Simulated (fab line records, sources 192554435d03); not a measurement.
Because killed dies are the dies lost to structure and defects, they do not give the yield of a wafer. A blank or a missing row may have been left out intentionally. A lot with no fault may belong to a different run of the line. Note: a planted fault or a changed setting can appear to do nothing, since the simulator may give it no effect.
Matching of chambers    flow n5 finfet    N5_FIN_SAQP_ALD_61 on ald sin-04: 4 sister chambers
The step deposits SiO2, target thk 4 nm, pulse time 1 s, purge time 2 s. 4 wafers are shown with their chamber, then 12 later ones without.

WAFERS, EACH WITH ITS CHAMBER
wafer   chamber  heater power w (W)
L093.1  2        565
L094.1  0        388
L094.2  3        417
L094.3  1        490

WAFERS WITH NO CHAMBER GIVEN
wafer   heater power w (W)
L094.4  546
L094.5  411
L094.6  386
L095.1  416
L095.5  393
L095.6  415
L096.3  574
L096.5  404
L096.6  474
L097.1  463
L097.3  429
L097.5  557

EACH ONE'S CHAMBER
wafer   from the rows above      in truth
L094.4  2                        2
L094.5  can't be placed: 3 or 0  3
L094.6  0                        0
L095.1  3                        3
L095.5  can't be placed: 0 or 3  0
L095.6  3                        3
L096.3  2                        2
L096.5  can't be placed: 3 or 0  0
L096.6  1                        1
L097.1  can't be placed: 1 or 3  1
L097.3  3                        3
L097.5  2                        2
Correctly placed: 8 of 12. These rows do not allow placing 4 (true chamber among the candidates in 4). Number placed wrongly: 0.
How it was worked out, from the rows above alone: a wafer's distance from a chamber is the root of the sum, over the readings, of the square of ((its reading less the chamber's mean) divided by the reading's scatter). The wafer belongs to the nearest chamber; if the next one is less than 2 further off, it can't be placed. The mean given for a chamber averages the wafers shown for that chamber. The scatter: root of mean squared gap, hidden wafer to nearest shown wafer, with one shown wafer a chamber.
